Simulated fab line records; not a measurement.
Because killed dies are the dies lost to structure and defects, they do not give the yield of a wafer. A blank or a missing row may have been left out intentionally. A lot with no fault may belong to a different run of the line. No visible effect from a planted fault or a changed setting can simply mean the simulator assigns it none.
What tool caused it? / flow n5-finfet / 24 lots with 72 wafers sampled at 4 steps, on a route of 1938 steps

== WHAT THE GAUGES READ, wafer by wafer ==
N5_BEOL_M4_THK_MEAS_01. Usual: M4_ILD_THK 79.3 nm, standard deviation 1.1.
lot=L074; measured=day 7 12:18; on=film-metro-01; M4_ILD_THK (nm)=79.7 79.4 79.0; flag=
lot=L077; measured=day 8 04:13; on=film-metro-01; M4_ILD_THK (nm)=78.1 79.6 79.8; flag=
lot=L076; measured=day 8 09:19; on=film-metro-02; M4_ILD_THK (nm)=77.0 78.4 78.8; flag=
lot=L075; measured=day 8 16:56; on=film-metro-01; M4_ILD_THK (nm)=78.2 78.3 79.9; flag=
lot=L078; measured=day 8 17:18; on=film-metro-01; M4_ILD_THK (nm)=80.4 81.9 81.3; flag=
lot=L080; measured=day 8 19:49; on=film-metro-02; M4_ILD_THK (nm)=79.3 80.7 80.6; flag=
lot=L079; measured=day 8 20:05; on=film-metro-01; M4_ILD_THK (nm)=78.2 80.1 79.8; flag=
lot=L081; measured=day 8 20:28; on=film-metro-01; M4_ILD_THK (nm)=78.6 78.3 79.2; flag=
lot=L082; measured=day 9 10:05; on=film-metro-02; M4_ILD_THK (nm)=78.2 80.1 78.7; flag=
lot=L083; measured=day 9 20:27; on=film-metro-01; M4_ILD_THK (nm)=78.4 77.8 78.9; flag=
lot=L085; measured=day 10 06:24; on=film-metro-01; M4_ILD_THK (nm)=78.3 79.5 79.4; flag=
lot=L086; measured=day 10 15:32; on=film-metro-01; M4_ILD_THK (nm)=79.3 79.0 80.2; flag=
lot=L084; measured=day 10 18:49; on=film-metro-01; M4_ILD_THK (nm)=78.0 80.5 79.6; flag=
lot=L087; measured=day 10 20:44; on=film-metro-02; M4_ILD_THK (nm)=77.8 77.0 79.2; flag=
lot=L088; measured=day 10 23:10; on=film-metro-02; M4_ILD_THK (nm)=79.5 79.2 81.4; flag=
lot=L090; measured=day 11 02:10; on=film-metro-01; M4_ILD_THK (nm)=78.2 80.1 80.3; flag=
lot=L089; measured=day 11 05:53; on=film-metro-02; M4_ILD_THK (nm)=80.4 80.5 81.1; flag=
lot=L091; measured=day 11 16:10; on=film-metro-01; M4_ILD_THK (nm)=78.4 80.0 79.8; flag=
lot=L092; measured=day 12 01:57; on=film-metro-02; M4_ILD_THK (nm)=78.7 80.0 79.4; flag=
lot=L093; measured=day 12 13:44; on=film-metro-01; M4_ILD_THK (nm)=78.9 78.4 78.6; flag=
lot=L094; measured=day 12 14:11; on=film-metro-01; M4_ILD_THK (nm)=80.1 80.3 79.4; flag=
lot=L095; measured=day 12 17:58; on=film-metro-01; M4_ILD_THK (nm)=79.5 80.5 81.5; flag=
lot=L096; measured=day 12 23:51; on=film-metro-01; M4_ILD_THK (nm)=78.8 78.4 79.3; flag=
lot=L097; measured=day 13 13:01; on=film-metro-02; M4_ILD_THK (nm)=79.0 78.2 79.0; flag=

N5_BEOL_M4_CD_MEAS_11 targets a cd of 16.79 nm. Usual: cd-nm at 16.81 nm, with a standard deviation of 0.23.
lot=L074; measured=day 7 12:55; on=cd-sem-02; cd-nm (nm)=16.54 16.81 16.81; flag=
lot=L077; measured=day 8 05:40; on=cd-sem-01; cd-nm (nm)=17.07 16.58 17.15; flag=
lot=L076; measured=day 8 10:08; on=cd-sem-03; cd-nm (nm)=16.62 16.75 17.10; flag=
lot=L075; measured=day 8 17:34; on=cd-sem-03; cd-nm (nm)=16.70 16.86 17.16; flag=
lot=L078; measured=day 8 19:19; on=cd-sem-01; cd-nm (nm)=16.42 16.53 16.80; flag=
lot=L080; measured=day 8 21:25; on=cd-sem-01; cd-nm (nm)=16.56 16.75 16.46; flag=
lot=L079; measured=day 8 22:49; on=cd-sem-03; cd-nm (nm)=16.73 16.70 16.54; flag=
lot=L081; measured=day 8 23:08; on=cd-sem-01; cd-nm (nm)=16.80 16.79 16.84; flag=
lot=L082; measured=day 9 11:46; on=cd-sem-01; cd-nm (nm)=17.00 16.97 16.64; flag=
lot=L083; measured=day 9 21:46; on=cd-sem-03; cd-nm (nm)=16.76 16.34 16.58; flag=
lot=L085; measured=day 10 06:53; on=cd-sem-01; cd-nm (nm)=16.83 16.84 16.70; flag=
lot=L086; measured=day 10 18:14; on=cd-sem-03; cd-nm (nm)=16.68 16.68 16.53; flag=
lot=L084; measured=day 10 19:26; on=cd-sem-03; cd-nm (nm)=17.23 16.98 16.39; flag=
lot=L087; measured=day 10 21:27; on=cd-sem-02; cd-nm (nm)=16.67 16.58 17.09; flag=
lot=L088; measured=day 11 00:53; on=cd-sem-01; cd-nm (nm)=16.72 16.40 16.79; flag=
lot=L090; measured=day 11 03:12; on=cd-sem-03; cd-nm (nm)=17.03 17.04 17.01; flag=
lot=L089; measured=day 11 06:44; on=cd-sem-01; cd-nm (nm)=16.99 16.98 17.21; flag=
lot=L091; measured=day 11 17:11; on=cd-sem-03; cd-nm (nm)=16.84 16.88 17.06; flag=
lot=L092; measured=day 12 02:55; on=cd-sem-01; cd-nm (nm)=17.00 16.94 16.87; flag=
lot=L093; measured=day 12 14:27; on=cd-sem-02; cd-nm (nm)=16.86 16.86 16.99; flag=
lot=L094; measured=day 12 17:21; on=cd-sem-02; cd-nm (nm)=16.87 16.93 17.27; flag=
lot=L095; measured=day 12 18:44; on=cd-sem-02; cd-nm (nm)=16.87 16.49 17.39; flag=
lot=L096; measured=day 13 00:56; on=cd-sem-02; cd-nm (nm)=16.66 16.89 17.27; flag=
lot=L097; measured=day 13 15:19; on=cd-sem-02; cd-nm (nm)=16.67 16.56 16.95; flag=

N5_BEOL_M4_INSPECT_30: inspects for defects (brightfield). Usual: raw-defect-count at 419, with a standard deviation of 100.
lot=L074; measured=day 7 14:00; on=defect-inspect-01; raw-defect-count=449 366 425; flag=
lot=L077; measured=day 8 06:46; on=defect-inspect-02; raw-defect-count=399 340 490; flag=
lot=L076; measured=day 8 11:05; on=defect-inspect-02; raw-defect-count=348 395 331; flag=
lot=L075; measured=day 8 18:31; on=defect-inspect-02; raw-defect-count=277 300 453; flag=
lot=L078; measured=day 8 20:17; on=defect-inspect-01; raw-defect-count=318 566 448; flag=
lot=L080; measured=day 8 22:31; on=defect-inspect-02; raw-defect-count=335 357 540; flag=
lot=L079; measured=day 8 23:52; on=defect-inspect-02; raw-defect-count=389 427 410; flag=
lot=L081; measured=day 9 00:05; on=defect-inspect-02; raw-defect-count=393 277 336; flag=
lot=L082; measured=day 9 12:51; on=defect-inspect-01; raw-defect-count=780 611 697; flag=
lot=L083; measured=day 10 00:02; on=defect-inspect-01; raw-defect-count=434 647 472; flag=
lot=L085; measured=day 10 09:59; on=defect-inspect-02; raw-defect-count=355 335 244; flag=
lot=L086; measured=day 10 19:31; on=defect-inspect-01; raw-defect-count=380 459 550; flag=
lot=L084; measured=day 10 21:02; on=defect-inspect-02; raw-defect-count=423 286 374; flag=
lot=L087; measured=day 10 23:31; on=defect-inspect-01; raw-defect-count=431 282 333; flag=
lot=L088; measured=day 11 02:21; on=defect-inspect-01; raw-defect-count=397 422 412; flag=
lot=L090; measured=day 11 04:11; on=defect-inspect-01; raw-defect-count=558 345 481; flag=
lot=L089; measured=day 11 07:42; on=defect-inspect-02; raw-defect-count=678 373 518; flag=
lot=L091; measured=day 11 18:22; on=defect-inspect-02; raw-defect-count=621 488 339; flag=
lot=L092; measured=day 12 04:49; on=defect-inspect-02; raw-defect-count=504 450 403; flag=
lot=L093; measured=day 12 15:25; on=defect-inspect-02; raw-defect-count=501 250 420; flag=
lot=L094; measured=day 12 18:19; on=defect-inspect-01; raw-defect-count=487 397 353; flag=
lot=L095; measured=day 12 19:57; on=defect-inspect-02; raw-defect-count=437 470 425; flag=
lot=L096; measured=day 13 01:55; on=defect-inspect-01; raw-defect-count=399 400 372; flag=
lot=L097; measured=day 13 16:48; on=defect-inspect-02; raw-defect-count=418 434 463; flag=

== TOOL THAT RAN EACH LOT (tool first, then ch and the chambers of the sampled wafers, then the start) ==
lot=L074; N5_BEOL_M4_ILD_DEP_00=pecvd-02 ch 0,1,2, day 7 12:14
lot=L077; N5_BEOL_M4_ILD_DEP_00=pecvd-04 ch 0,1, day 8 04:09
lot=L076; N5_BEOL_M4_ILD_DEP_00=pecvd-04 ch 0,1,2, day 8 09:16
lot=L075; N5_BEOL_M4_ILD_DEP_00=pecvd-02 ch 0,1, day 8 16:53
lot=L078; N5_BEOL_M4_ILD_DEP_00=pecvd-02 ch 1,2, day 8 17:14
lot=L080; N5_BEOL_M4_ILD_DEP_00=pecvd-02 ch 0,1, day 8 19:44
lot=L079; N5_BEOL_M4_ILD_DEP_00=pecvd-04 ch 0,2, day 8 20:01
lot=L081; N5_BEOL_M4_ILD_DEP_00=pecvd-03 ch 0,1,2, day 8 20:24
lot=L082; N5_BEOL_M4_ILD_DEP_00=pecvd-03 ch 0,1, day 9 10:01
lot=L083; N5_BEOL_M4_ILD_DEP_00=pecvd-03 ch 0,1, day 9 20:22
lot=L085; N5_BEOL_M4_ILD_DEP_00=pecvd-03 ch 0,2, day 10 06:20
lot=L086; N5_BEOL_M4_ILD_DEP_00=pecvd-02 ch 1,2, day 10 15:29
lot=L084; N5_BEOL_M4_ILD_DEP_00=pecvd-04 ch 0,2, day 10 18:44
lot=L087; N5_BEOL_M4_ILD_DEP_00=pecvd-04 ch 0,2, day 10 20:40
lot=L088; N5_BEOL_M4_ILD_DEP_00=pecvd-03 ch 0,1, day 10 23:06
lot=L090; N5_BEOL_M4_ILD_DEP_00=pecvd-03 ch 0,2, day 11 02:06
lot=L089; N5_BEOL_M4_ILD_DEP_00=pecvd-02 ch 1,2, day 11 05:49
lot=L091; N5_BEOL_M4_ILD_DEP_00=pecvd-04 ch 0,1,2, day 11 16:05
lot=L092; N5_BEOL_M4_ILD_DEP_00=pecvd-02 ch 0,1, day 12 01:53
lot=L093; N5_BEOL_M4_ILD_DEP_00=pecvd-02 ch 0,1,2, day 12 13:41
lot=L094; N5_BEOL_M4_ILD_DEP_00=pecvd-03 ch 1,2, day 12 14:07
lot=L095; N5_BEOL_M4_ILD_DEP_00=pecvd-03 ch 1, day 12 17:53
lot=L096; N5_BEOL_M4_ILD_DEP_00=pecvd-02 ch 0,1,2, day 12 23:47
lot=L097; N5_BEOL_M4_ILD_DEP_00=pecvd-04 ch 0,1,2, day 13 12:58
- N5_BEOL_M4_ILD_DEP_00: deposits SiOC from DEMS/O2, target thk 79 nm, time 15.3 s.

== WHAT THE TOOLS THEMSELVES READ (means of the sampled wafers that have a number; where no wafer has one, the mark that the record gives instead) ==
N5_BEOL_M4_ILD_DEP_00. Usual: heater-power-w 460 W, standard deviation 58; showerhead-plenum-p-Torr 5.699 Torr, standard deviation 0.017; throttle-valve-pct 11.9 %, standard deviation 0.59.
lot=L074; tool=pecvd-02; heater-power-w (W)=484; showerhead-plenum-p-Torr (Torr)=5.701; throttle-valve-pct (%)=12.1; flag=
lot=L077; tool=pecvd-04; heater-power-w (W)=501; showerhead-plenum-p-Torr (Torr)=5.709; throttle-valve-pct (%)=11.9; flag=
lot=L076; tool=pecvd-04; heater-power-w (W)=392; showerhead-plenum-p-Torr (Torr)=5.707; throttle-valve-pct (%)=11.6; flag=
lot=L075; tool=pecvd-02; heater-power-w (W)=524; showerhead-plenum-p-Torr (Torr)=5.706; throttle-valve-pct (%)=12.4; flag=
lot=L078; tool=pecvd-02; heater-power-w (W)=523; showerhead-plenum-p-Torr (Torr)=5.705; throttle-valve-pct (%)=11.6; flag=
lot=L080; tool=pecvd-02; heater-power-w (W)=461; showerhead-plenum-p-Torr (Torr)=5.713; throttle-valve-pct (%)=12.1; flag=
lot=L079; tool=pecvd-04; heater-power-w (W)=440; showerhead-plenum-p-Torr (Torr)=5.689; throttle-valve-pct (%)=10.9; flag=
lot=L081; tool=pecvd-03; heater-power-w (W)=435; showerhead-plenum-p-Torr (Torr)=5.689; throttle-valve-pct (%)=12.1; flag=
lot=L082; tool=pecvd-03; heater-power-w (W)=463; showerhead-plenum-p-Torr (Torr)=5.689; throttle-valve-pct (%)=12.3; flag=
lot=L083; tool=pecvd-03; heater-power-w (W)=462; showerhead-plenum-p-Torr (Torr)=5.705; throttle-valve-pct (%)=12.1; flag=
lot=L085; tool=pecvd-03; heater-power-w (W)=421; showerhead-plenum-p-Torr (Torr)=5.703; throttle-valve-pct (%)=11.6; flag=
lot=L086; tool=pecvd-02; heater-power-w (W)=448; showerhead-plenum-p-Torr (Torr)=5.701; throttle-valve-pct (%)=11.6; flag=
lot=L084; tool=pecvd-04; heater-power-w (W)=411; showerhead-plenum-p-Torr (Torr)=5.702; throttle-valve-pct (%)=10.9; flag=
lot=L087; tool=pecvd-04; heater-power-w (W)=419; showerhead-plenum-p-Torr (Torr)=5.675; throttle-valve-pct (%)=11.5; flag=
lot=L088; tool=pecvd-03; heater-power-w (W)=437; showerhead-plenum-p-Torr (Torr)=5.690; throttle-valve-pct (%)=12.2; flag=
lot=L090; tool=pecvd-03; heater-power-w (W)=406; showerhead-plenum-p-Torr (Torr)=5.704; throttle-valve-pct (%)=11.6; flag=
lot=L089; tool=pecvd-02; heater-power-w (W)=553; showerhead-plenum-p-Torr (Torr)=5.689; throttle-valve-pct (%)=11.7; flag=
lot=L091; tool=pecvd-04; heater-power-w (W)=438; showerhead-plenum-p-Torr (Torr)=5.706; throttle-valve-pct (%)=11.7; flag=
lot=L092; tool=pecvd-02; heater-power-w (W)=474; showerhead-plenum-p-Torr (Torr)=5.704; throttle-valve-pct (%)=12.2; flag=
lot=L093; tool=pecvd-02; heater-power-w (W)=521; showerhead-plenum-p-Torr (Torr)=5.697; throttle-valve-pct (%)=12.0; flag=
lot=L094; tool=pecvd-03; heater-power-w (W)=415; showerhead-plenum-p-Torr (Torr)=5.687; throttle-valve-pct (%)=12.3; flag=
lot=L095; tool=pecvd-03; heater-power-w (W)=445; showerhead-plenum-p-Torr (Torr)=5.679; throttle-valve-pct (%)=12.5; flag=
lot=L096; tool=pecvd-02; heater-power-w (W)=518; showerhead-plenum-p-Torr (Torr)=5.693; throttle-valve-pct (%)=11.9; flag=
lot=L097; tool=pecvd-04; heater-power-w (W)=469; showerhead-plenum-p-Torr (Torr)=5.701; throttle-valve-pct (%)=11.5; flag=

== THE ANSWER, worked out from the rows above alone ==
Rule: lot off if the mean of its wafers having a number is beyond 3 standard deviations from the usual mean. A lot without any number at a reading at which 4 lots or more have one is off too. All remaining lots with rows at the step are treated as sound. The gauges are gone through in route order, then the tools' own readings, and for those a lot's mean is taken as printed above. The first step at which some lot is off is used, and at that step the reading that is off furthest; a lot without a number counts as furthest.
No lot is off at any reading shown: from this, nothing can be told.

== WHAT HAD BEEN PUT IN BY THE SIMULATOR ==
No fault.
